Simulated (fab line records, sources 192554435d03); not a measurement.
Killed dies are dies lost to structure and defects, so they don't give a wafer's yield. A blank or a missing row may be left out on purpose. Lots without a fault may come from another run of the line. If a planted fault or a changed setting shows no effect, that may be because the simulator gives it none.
Matching of chambers :: flow n5 finfet :: 4 sister chambers for N5_BEOL_M0_SAQP_SPACER2_ETCHBACK_27 on rie diel-04
The step etches SiO2 in CHF3/O2, target depth 22.5 nm, time 11.25 s. 24 wafers are shown with their chamber, then 12 later ones without.

## WAFERS WITH THEIR CHAMBER
wafer: L075.2
chamber: 2
showerhead plenum p Torr (Torr): 2.48
drypump motor current A (A): 5.0
rf vpp V (V): 536

wafer: L075.4
chamber: 3
showerhead plenum p Torr (Torr): 2.38
drypump motor current A (A): 5.3
rf vpp V (V): 534

wafer: L075.5
chamber: 1
showerhead plenum p Torr (Torr): 2.51
drypump motor current A (A): 5.0
rf vpp V (V): 535

wafer: L078.1
chamber: 1
showerhead plenum p Torr (Torr): 2.51
drypump motor current A (A): 5.0
rf vpp V (V): 535

wafer: L078.2
chamber: 3
showerhead plenum p Torr (Torr): 2.37
drypump motor current A (A): 5.4
rf vpp V (V): 531

wafer: L078.4
chamber: 3
showerhead plenum p Torr (Torr): 2.37
drypump motor current A (A): 5.4
rf vpp V (V): 532

wafer: L079.1
chamber: 0
showerhead plenum p Torr (Torr): 2.51
drypump motor current A (A): 5.5
rf vpp V (V): 542

wafer: L079.4
chamber: 0
showerhead plenum p Torr (Torr): 2.51
drypump motor current A (A): 5.5
rf vpp V (V): 542

wafer: L079.6
chamber: 1
showerhead plenum p Torr (Torr): 2.51
drypump motor current A (A): 5.0
rf vpp V (V): 534

wafer: L080.2
chamber: 3
showerhead plenum p Torr (Torr): 2.37
drypump motor current A (A): 5.4
rf vpp V (V): 533

wafer: L080.3
chamber: 1
showerhead plenum p Torr (Torr): 2.51
drypump motor current A (A): 5.0
rf vpp V (V): 535

wafer: L080.4
chamber: 1
showerhead plenum p Torr (Torr): 2.51
drypump motor current A (A): 5.0
rf vpp V (V): 535

wafer: L084.1
chamber: 1
showerhead plenum p Torr (Torr): 2.51
drypump motor current A (A): 5.0
rf vpp V (V): 535

wafer: L084.3
chamber: 0
showerhead plenum p Torr (Torr): 2.50
drypump motor current A (A): 5.4
rf vpp V (V): 542

wafer: L084.5
chamber: 1
showerhead plenum p Torr (Torr): 2.51
drypump motor current A (A): 5.0
rf vpp V (V): 534

wafer: L086.1
chamber: 3
showerhead plenum p Torr (Torr): 2.37
drypump motor current A (A): 5.4
rf vpp V (V): 535

wafer: L086.2
chamber: 2
showerhead plenum p Torr (Torr): 2.48
drypump motor current A (A): 5.0
rf vpp V (V): 538

wafer: L086.3
chamber: 0
showerhead plenum p Torr (Torr): 2.50
drypump motor current A (A): 5.4
rf vpp V (V): 542

wafer: L090.1
chamber: 3
showerhead plenum p Torr (Torr): 2.37
drypump motor current A (A): 5.4
rf vpp V (V): 533

wafer: L090.5
chamber: 2
showerhead plenum p Torr (Torr): 2.47
drypump motor current A (A): 5.0
rf vpp V (V): 538

wafer: L090.6
chamber: 3
showerhead plenum p Torr (Torr): 2.37
drypump motor current A (A): 5.4
rf vpp V (V): 532

wafer: L091.1
chamber: 2
showerhead plenum p Torr (Torr): 2.47
drypump motor current A (A): 5.0
rf vpp V (V): 538

wafer: L091.2
chamber: 0
showerhead plenum p Torr (Torr): 2.50
drypump motor current A (A): 5.4
rf vpp V (V): 542

wafer: L091.4
chamber: 3
showerhead plenum p Torr (Torr): 2.37
drypump motor current A (A): 5.4
rf vpp V (V): 532

SIGNATURES (averages over the wafers above)
reading: showerhead plenum p Torr
chamber 0: 2.5040
chamber 1: 2.5100
chamber 2: 2.4750
chamber 3: 2.3712
scatter within a chamber: 0.00392

reading: drypump motor current A
chamber 0: 5.440
chamber 1: 5.000
chamber 2: 5.000
chamber 3: 5.388
scatter within a chamber: 0.0322

reading: rf vpp V
chamber 0: 542.00
chamber 1: 534.71
chamber 2: 537.50
chamber 3: 532.75
scatter within a chamber: 0.892
Rule: a wafer lies at a distance from a chamber equal to the root of the sum of squares, over the readings, of (its reading less the chamber's mean, divided by the reading's scatter). The wafer belongs to the nearest chamber; if the next one is less than 2 further off, it can't be placed. The scatter: take each reading less its chamber's mean, square it, sum over the shown wafers, divide by the number of wafers less the number of chambers, and take the root.

## WAFERS WITHOUT THEIR CHAMBER
wafer: L093.2
showerhead plenum p Torr (Torr): 2.50
drypump motor current A (A): 5.5
rf vpp V (V): 541

wafer: L093.4
showerhead plenum p Torr (Torr): 2.50
drypump motor current A (A): 5.5
rf vpp V (V): 542

wafer: L093.6
showerhead plenum p Torr (Torr): 2.47
drypump motor current A (A): 4.9
rf vpp V (V): 537

wafer: L076.2
showerhead plenum p Torr (Torr): 2.47
drypump motor current A (A): 5.0
rf vpp V (V): 538

wafer: L076.3
showerhead plenum p Torr (Torr): 2.36
drypump motor current A (A): 5.3
rf vpp V (V): 533

wafer: L076.5
showerhead plenum p Torr (Torr): 2.36
drypump motor current A (A): 5.4
rf vpp V (V): 533

wafer: L097.1
showerhead plenum p Torr (Torr): 2.50
drypump motor current A (A): 5.0
rf vpp V (V): 535

wafer: L097.3
showerhead plenum p Torr (Torr): 2.50
drypump motor current A (A): 5.4
rf vpp V (V): 540

wafer: L097.6
showerhead plenum p Torr (Torr): 2.49
drypump motor current A (A): 5.5
rf vpp V (V): 541

wafer: L096.1
showerhead plenum p Torr (Torr): 2.50
drypump motor current A (A): 5.0
rf vpp V (V): 535

wafer: L096.3
showerhead plenum p Torr (Torr): 2.47
drypump motor current A (A): 5.0
rf vpp V (V): 538

wafer: L096.4
showerhead plenum p Torr (Torr): 2.50
drypump motor current A (A): 5.0
rf vpp V (V): 535

## CHAMBER TAKEN BY EACH
wafer: L093.2
from the rows above: 0
in truth: 0

wafer: L093.4
from the rows above: 0
in truth: 0

wafer: L093.6
from the rows above: 2
in truth: 2

wafer: L076.2
from the rows above: 2
in truth: 2

wafer: L076.3
from the rows above: 3
in truth: 3

wafer: L076.5
from the rows above: 3
in truth: 3

wafer: L097.1
from the rows above: 1
in truth: 1

wafer: L097.3
from the rows above: 0
in truth: 0

wafer: L097.6
from the rows above: 0
in truth: 0

wafer: L096.1
from the rows above: 1
in truth: 1

wafer: L096.3
from the rows above: 2
in truth: 2

wafer: L096.4
from the rows above: 1
in truth: 1
Placed correctly: 12 of 12. Number that these rows cannot place: 0. Placed wrongly: 0.
